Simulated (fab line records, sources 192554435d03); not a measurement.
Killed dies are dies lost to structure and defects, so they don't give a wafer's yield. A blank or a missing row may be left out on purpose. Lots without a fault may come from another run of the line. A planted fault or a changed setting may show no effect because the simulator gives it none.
Chamber matching | flow n5_finfet | N5_MOL_CONTACT_COAG_ETCH_124 on rie_diel-05: 4 sister chambers
The step etches SiNx in CH3F/O2, stops on SiOC, target depth 6.5 nm. 4 wafers are shown with their chamber, then 12 later ones without.

WAFERS WITH THEIR CHAMBER
wafer  | chamber | showerhead_plenum_p_Torr (Torr)
L086.2 | 2       | 1.91
L086.4 | 3       | 1.98
L087.5 | 0       | 1.96
L087.6 | 1       | 2.03

WAFERS WITHOUT THEIR CHAMBER
wafer  | showerhead_plenum_p_Torr (Torr)
L088.4 | 1.91
L088.5 | 1.91
L088.6 | 1.98
L090.2 | 2.03
L090.3 | 1.91
L090.5 | 2.03
L094.2 | 1.95
L094.3 | 1.98
L094.5 | 1.98
L097.3 | 2.02
L097.4 | 1.97
L097.6 | 2.02

WHICH CHAMBER EACH WENT THROUGH
wafer  | from the rows above     | in truth
L088.4 | 2                       | 2
L088.5 | 2                       | 2
L088.6 | 3                       | 3
L090.2 | 1                       | 1
L090.3 | 2                       | 2
L090.5 | 1                       | 1
L094.2 | 0                       | 0
L094.3 | 3                       | 3
L094.5 | 3                       | 3
L097.3 | 1                       | 1
L097.4 | can't be placed: 0 or 3 | 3
L097.6 | 1                       | 1
Placed correctly: 11 of 12. Can't be placed from these rows: 1 (the true chamber is among the candidates in 1). Placed wrongly: 0.
How it was worked out, from the rows above alone: a wafer's distance from a chamber is the root of the sum, over the readings, of the square of ((its reading less the chamber's mean) divided by the reading's scatter). The wafer belongs to the nearest chamber; if the next one is less than 2 further off, it can't be placed. A chamber's mean is the mean of its shown wafers. The scatter: with one shown wafer a chamber, the root of the mean of the squares of how far each hidden wafer lies from its nearest shown one.
